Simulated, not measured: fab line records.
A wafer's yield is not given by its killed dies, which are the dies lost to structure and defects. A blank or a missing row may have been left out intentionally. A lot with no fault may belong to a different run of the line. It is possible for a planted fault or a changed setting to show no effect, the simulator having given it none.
Chamber matching + flow n5_finfet + cmp-01 running N5_BEOL_M8_CMP_52: 4 sister chambers
The step polishes, stops on SiCOH lowk, t overpolish 6.9 s, target thk 80 nm. 16 wafers are shown with their chamber, then 8 later ones without.

## EACH WAFER AND ITS CHAMBER
| wafer  | chamber | motor_current_A (A) | time_to_endpoint_s (s) | barrier_field_endpoint_s (s) |
|--------|---------|---------------------|------------------------|------------------------------|
| L074.3 | 1       | 6.5                 | 60.6                   | 28.6                         |
| L074.5 | 1       | 6.3                 | 58.6                   | 28.9                         |
| L074.6 | 2       | 5.6                 | 61.4                   | 29.7                         |
| L079.1 | 2       | 5.6                 | 61.2                   | 28.5                         |
| L079.3 | 1       | 6.4                 | 60.4                   | 27.6                         |
| L079.6 | 2       | 5.5                 | 62.9                   | 29.5                         |
| L087.2 | 3       | 5.7                 | 66.3                   | 29.9                         |
| L087.5 | 1       | 6.2                 | 60.0                   | 28.8                         |
| L087.6 | 0       | 7.0                 | 60.5                   | 29.0                         |
| L085.1 | 0       | 7.3                 | 60.3                   | 28.7                         |
| L085.3 | 3       | 5.4                 | 67.0                   | 29.5                         |
| L085.6 | 2       | 5.4                 | 60.9                   | 28.2                         |
| L092.2 | 3       | 5.7                 | 63.8                   | 28.6                         |
| L092.3 | 0       | 7.2                 | 59.7                   | 27.8                         |
| L092.6 | 0       | 7.2                 | 62.0                   | 28.8                         |
| L090.1 | 0       | 7.1                 | 62.0                   | 28.7                         |

SIGNATURES (averages over the wafers above)
| reading                  | chamber 0 | chamber 1 | chamber 2 | chamber 3 | scatter within a chamber |
|--------------------------|-----------|-----------|-----------|-----------|--------------------------|
| motor_current_A          | 7.160     | 6.350     | 5.525     | 5.600     | 0.126                    |
| time_to_endpoint_s       | 60.900    | 59.900    | 61.600    | 65.700    | 1.11                     |
| barrier_field_endpoint_s | 28.600    | 28.475    | 28.975    | 29.333    | 0.608                    |
Rule: a wafer lies at a distance from a chamber equal to the root of the sum of squares, over the readings, of (its reading less the chamber's mean, divided by the reading's scatter). The wafer belongs to the nearest chamber; if the next one is less than 2 further off, it can't be placed. The scatter is the square root of a quotient: the sum, over the shown wafers, of each reading's squared deviation from its chamber's mean, divided by wafers minus chambers.

## WAFERS WITH NO CHAMBER GIVEN
| wafer  | motor_current_A (A) | time_to_endpoint_s (s) | barrier_field_endpoint_s (s) |
|--------|---------------------|------------------------|------------------------------|
| L090.3 | 5.7                 | 65.3                   | 30.0                         |
| L090.5 | 6.3                 | 62.3                   | 28.7                         |
| L095.1 | 5.4                 | 65.2                   | 29.2                         |
| L095.4 | 5.5                 | 65.1                   | 30.8                         |
| L095.6 | 5.9                 | 62.9                   | 28.6                         |
| L097.1 | 5.6                 | 67.5                   | 29.1                         |
| L097.3 | 6.1                 | 58.6                   | 27.6                         |
| L097.6 | 5.4                 | 63.3                   | 28.2                         |

## EACH ONE'S CHAMBER
| wafer  | from the rows above          | in truth |
|--------|------------------------------|----------|
| L090.3 | 3                            | 3        |
| L090.5 | 1                            | 1        |
| L095.1 | can't be placed: 3 or 2      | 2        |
| L095.4 | can't be placed: 3 or 2      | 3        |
| L095.6 | can't be placed: 2 or 3 or 1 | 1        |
| L097.1 | 3                            | 3        |
| L097.3 | 1                            | 1        |
| L097.6 | can't be placed: 2 or 3      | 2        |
Correctly placed: 4 of 8. These rows do not allow placing 4 (true chamber among the candidates in 4). Number placed wrongly: 0.
